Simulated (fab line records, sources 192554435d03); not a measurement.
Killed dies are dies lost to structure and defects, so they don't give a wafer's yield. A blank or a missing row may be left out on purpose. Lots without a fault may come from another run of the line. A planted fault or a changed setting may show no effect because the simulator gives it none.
A struck lot beside a sound one | flow n5_finfet | 42 steps out of a route of 1938
Sound: wafers L193.1, L193.3, L193.4. Struck: wafer L202.4. (L202.5 of the same lot was not struck and is left out.) The cause comes at the end.
At each step with rows: each side's tool, then ch and its chambers, then its first start. Under that, the readings that differ: sound wafers | struck wafers | difference of the means | sigmas: that difference in standard deviations of wafers without a fault.
alike: readings whose means differ by less than 2 such deviations, and words and numbers that are the same on both sides. not compared: withheld readings, readings that some wafer has no value for, bounds like >300 that may hide the same value, and numbers for which the record gives no deviation and whose values overlap.
The two part at a step that has a row with sigmas, a row that says differs or no value, or rows on one side only. Numbers that don't overlap but have no deviation are shown without sigmas and don't part them. A reading that every wafer of one side lacks parts them only if that side has two wafers or more.

first, 1 step without rows for these wafers: N5_PMOS_HMC_CHANNEL_EPI_EPI_26 (deposits Si from SiH4/H2, target thk 3.8 nm, time 22.7 s).
N5_PMOS_HMC_CHANNEL_EPI_INSPECT_30: inspects for defects (darkfield).
  sound on defect_inspect-02, day 4 02:14; struck on defect_inspect-02, day 6 08:42
  reading          | sound    | struck | difference | sigmas
  raw_defect_count | 22 20 13 | 5      | -13        | -2
then, 5 steps without rows for these wafers: N5_FIN_SAQP_PRECLEAN_42 (cleans in O3/DIW, time 60 s); N5_FIN_SAQP_PRECLEAN_00 (cleans in SC1, time 60 s); N5_FIN_SAQP_PRECLEAN_44 (cleans in SC2, time 45 s); N5_FIN_SAQP_SRD_01 (time 30 s); N5_FIN_SAQP_ALD_61 (deposits SiO2, target thk 4 nm, pulse time 1 s, purge time 2 s).
N5_FIN_SAQP_DENSIFY_62: time 60 s.
  sound on rtp_anneal-01 ch 0, day 4 02:36; struck on rtp_anneal-01 ch 0, day 6 09:25
  reading            | sound          | struck | difference | sigmas
  lamp_power_pct (%) | 9.96 9.83 9.86 | 9.75   | -0.13      | -2
  alike: wafer_temp_C_max
then, 1 step without rows for these wafers: N5_FIN_SAQP_HM_DEP_03 (deposits SiNx from SiH4/NH3/N2, target thk 38 nm, time 33.6 s).
N5_FIN_SAQP_THK_MEAS_05:
  sound on film_metro-02, day 4 02:56; struck on film_metro-01, day 6 09:38
  alike: thk_nm
N5_FIN_SAQP_PECVD_47: deposits a-Si from SiH4/He, target thk 45 nm, time 36.3 s.
  sound on pecvd-01 ch 1,2, day 4 02:58; struck on pecvd-01 ch 1, day 6 09:41
  reading                | sound          | struck | difference | sigmas
  throttle_valve_pct (%) | 20.8 16.7 17.1 | 20.7   | +2.5       | +2
  alike: heater_power_w, showerhead_plenum_p_Torr
N5_FIN_SAQP_PECVD_48: deposits SiNx from SiH4/NH3/N2, target thk 25 nm, time 22.1 s.
  sound on pecvd-01 ch 1,2, day 4 03:01; struck on pecvd-01 ch 1, day 6 09:44
  reading                                     | sound             | struck | difference | sigmas
  throttle_valve_pct (%)                      | 45.5 37.0 36.9    | 45.8   | +6.0       | +3
  model.SiNx_of_FIN_SAQP_PECVD_48.thk_nm (nm) | 25.11 24.96 25.55 | 10.65  | -14.56     |
  alike: heater_power_w, showerhead_plenum_p_Torr
then, 1 step without rows for these wafers: N5_FIN_SAQP_PECVD_06 (deposits a-Si from SiH4/He, target thk 60 nm, time 48.1 s).
N5_FIN_SAQP_THK_MEAS_07:
  sound on film_metro-02, day 4 03:08; struck on film_metro-01, day 6 09:50
  alike: thk_nm
then, 9 steps without rows for these wafers: N5_FIN_SAQP_HM_DEP_72 (deposits SiO2 from SiH4/N2O, target thk 12 nm, time 7.2 s); N5_FIN_SAQP_COAT_49 (time 60 s, resist thk 100 nm); N5_FIN_SAQP_COAT_50 (time 60 s, resist thk 35 nm); N5_FIN_SAQP_COAT_10 (resist thk 90 nm); N5_FIN_SAQP_EBR_12; N5_FIN_SAQP_SOFTBAKE_11 (time 60 s); N5_FIN_SAQP_EXPOSE_13 (exposes mask FIN CORE, target cd 35.6 nm); N5_FIN_SAQP_PEB_14 (peb time 60 s); N5_FIN_SAQP_DEVELOP_15 (develop time 30 s).
N5_FIN_SAQP_CD_MEAS_16: target cd 35.6 nm.
  sound on cd_sem-03 ch 0, day 4 03:38; struck on cd_sem-02 ch 0, day 6 10:20
  alike: cd_nm
N5_FIN_SAQP_OVL_MEAS_17:
  sound on overlay-02 ch 0, day 4 03:41; struck on overlay-01 ch 0, day 6 10:22
  alike: FIN_CORE_OVL
N5_FIN_SAQP_INSPECT_18: inspects for defects (brightfield).
  sound on defect_inspect-02, day 4 03:43; struck on defect_inspect-02, day 6 10:23
  alike: raw_defect_count
then, 2 steps without rows for these wafers: N5_FIN_SAQP_DESCUM_21 (chemistry O2, time 7.9 s); N5_FIN_SAQP_ETCH_51 (etches SiARC in CF4, target depth 45.5 nm, time 75.8 s).
N5_FIN_SAQP_ETCH_52: etches SOC in N2/H2, target depth 100 nm, overetch 20 nm, time 150 s.
  sound on rie_diel-06 ch 0,2, day 4 03:50; struck on rie_diel-02 ch 1, day 6 10:34
  reading                | sound          | struck | difference | sigmas
  oes_product_au (a.u.)  | 0.66 0.60 0.66 | 0.81   | +0.17      | +2
  throttle_valve_pct (%) | 18.3 18.0 18.2 | 17.2   | -1.0       | -3
  alike: drypump_motor_current_A, h2_flow_sccm, rf_vpp_V, showerhead_plenum_p_Torr
  not compared: rf_hours_counter_h
then, 8 steps without rows for these wafers: N5_FIN_SAQP_STRIP_53 (strips in N2/H2); N5_FIN_SAQP_HM_OPEN_73 (chemistry CHF3/O2, target SiO2, stops on a-Si, target depth 12 nm, time 16.8 s); N5_FIN_SAQP_STRIP_74 (strips in CHF3/O2); N5_FIN_SAQP_MANDREL_ETCH_22 (etches a-Si in HBr/Cl2, stops on SiNx, target depth 60 nm, bt time 10 s, time 30 s); N5_FIN_SAQP_STRIP_55 (strips in N2/H2); N5_FIN_SAQP_STRIP_23 (strips in SPM, time 750 s); N5_FIN_SAQP_SRD_66 (time 30 s); N5_FIN_SAQP_RECESS_75 (chemistry HF/NH3, target SiO2, target depth 14.4 nm, afs cycles 3, sublimation time 60 s).
N5_FIN_SAQP_SPACER1_ALD_24: deposits SiO2, target thk 20.3 nm, pulse time 1 s, purge time 2 s.
  sound on ald_sin-01 ch 0,1,3, day 4 04:51; struck on ald_sin-04 ch 1, day 6 11:41
  alike: heater_power_w, precursor_pulse_height_rel
N5_FIN_SAQP_SPACER1_ETCHBACK_25: etches SiO2 in CHF3/O2, target depth 24.4 nm, time 12.2 s.
  sound on rie_diel-02 ch 0,2,3, day 4 05:34; struck on rie_diel-05 ch 3, day 6 12:25
  reading                | sound             | struck | difference | sigmas
  throttle_valve_pct (%) | 19.06 18.63 18.93 | 18.40  | -0.47      | -2
  alike: drypump_motor_current_A, oes_product_au, rf_vpp_V, showerhead_plenum_p_Torr
  not compared: rf_hours_counter_h
then, 1 step without rows for these wafers: N5_FIN_SAQP_MANDREL1_REMOVE_56 (chemistry HBr/Cl2/O2, target a-Si, stops on SiNx, bt time 10 s).
N5_FIN_SAQP_CD_MEAS_27: target cd 20 nm.
  sound on cd_sem-01 ch 0, day 4 05:46; struck on cd_sem-02 ch 0, day 6 12:37
  reading    | sound             | struck | difference | sigmas
  cd_nm (nm) | 20.69 20.40 20.07 | 19.81  | -0.58      | -2
N5_FIN_SAQP_ETCH_57: etches SiNx in CH3F/O2, target depth 32.5 nm, time 46.4 s.
  sound on rie_diel-05 ch 1,2,3, day 4 05:49; struck on rie_diel-06 ch 3, day 6 12:40
  reading                         | sound             | struck | difference | sigmas
  CH3F_flow_sccm (sccm)           | 30.15 29.93 29.80 | 30.16  | +0.20      | +2
  etch_rf_on_time_s (s)           | 48.3 45.6 47.7    | 19.8   | -27.4      | -27
  showerhead_plenum_p_Torr (Torr) | 1.98 1.97 1.99    | 2.08   | +0.10      | +2
  model.etch.depth_nm (nm)        | 25.09 24.96 25.55 | 10.58  | -14.62     |
  alike: drypump_motor_current_A, oes_product_au, rf_vpp_V, throttle_valve_pct
  not compared: rf_hours_counter_h

WHERE THEY PART
First at N5_PMOS_HMC_CHANNEL_EPI_INSPECT_30; last, within this record, at N5_FIN_SAQP_ETCH_57.

WHY: what the simulator had put in
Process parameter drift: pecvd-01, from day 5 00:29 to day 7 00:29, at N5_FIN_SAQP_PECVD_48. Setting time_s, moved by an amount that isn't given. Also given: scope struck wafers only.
